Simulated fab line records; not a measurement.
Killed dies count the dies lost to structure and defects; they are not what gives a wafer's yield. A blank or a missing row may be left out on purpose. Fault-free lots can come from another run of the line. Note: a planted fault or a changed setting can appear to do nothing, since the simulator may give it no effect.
2 desks looking at one fault    flow nand-harc    only its own numbers are on each desk; what lay behind them is given at the end

## FOR THE TOOL OWNER'S DESK: pecvd-03
The tool's own readings at NHARC_P_BONDPAD_DEP_00 (deposits SiCN, target thk 250 nm): means of the sampled wafers that have a number, for each lot that ran on this tool. If a lot's mean is further than 4 standard deviations from the usual mean, the lot is out of limits and carries the mark OUT (the distance appears in the brackets).
Columns: A = heater-power-w at NHARC_P_BONDPAD_DEP_00, usual 551 W; B = rf-fwd-power-W at NHARC_P_BONDPAD_DEP_00, usual 449.0 W; C = showerhead-vpp-V at NHARC_P_BONDPAD_DEP_00, usual 1328 V
lot   first seen here  A    B                C
L610  day 6 23:17      575  448.5            1304
L613  day 8 02:15      563  450.5            1342
L628  day 11 14:22     604  328.1 (-81) OUT  1115 (-5.5) OUT
This desk's verdict: out of limits on L628, starting with L628 at day 11 14:22 (rf-fwd-power-W at NHARC_P_BONDPAD_DEP_00). L610, L613 stayed within limits.

## THE METROLOGY DESK
Lot by lot, what the gauges showed, no matter which tool ran the lot: averages of those sampled wafers that carry a number. If a lot's mean is further than 4 standard deviations from the usual mean, the lot is out of limits and carries the mark OUT (the distance appears in the brackets).
Columns: A = overlay-x-nm at NHARC_P_M2_OVL_MEAS_10, usual 0.0 nm; B = overlay-y-nm at NHARC_P_M2_OVL_MEAS_10, usual 0.0 nm; C = cd-nm at NHARC_P_M2_CD_MEAS_16, usual 169.9 nm
lot   first seen here  A     B     C
L608  day 6 16:06      -1.2  -0.2  169.6
L610  day 6 19:57      0.7   -1.0  170.3
L612  day 7 09:06      -0.2  0.1   169.9
L613  day 7 22:59      -0.8  -0.2  169.7
L615  day 8 00:08      0.9   1.8   170.7
L617  day 8 09:08      1.1   -0.1  169.0
L616  day 8 09:49      -0.5  0.5   169.5
L618  day 9 11:25      0.7   -1.2  170.1
L621  day 9 12:19      -2.2  -1.6  169.9
L619  day 9 12:46      0.8   1.0   169.2
L628  day 11 10:55     -0.4  0.1   168.7
L629  day 11 13:07     -0.2  -1.4  170.4
This desk's finding: nothing out of limits on any of the 12 lots.

## ALL TOGETHER
The tool owner's desk could have raised an alarm at day 11 14:22, on L628.
Nothing out of limits was seen by the metrology desk.
The metrology desk has L628 on record, within its limits.
Of the lots named, all ran NHARC_P_BONDPAD_DEP_00 on pecvd-03.

## WHAT HAD BEEN PUT IN BY THE SIMULATOR
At NHARC_P_BONDPAD_DEP_00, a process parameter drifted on pecvd-03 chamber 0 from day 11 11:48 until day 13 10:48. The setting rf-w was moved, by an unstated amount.
Struck lots among those shown: L628.
Time in hours from fault onset to the first out-of-limits reading at each desk: the tool owner's desk, 3.
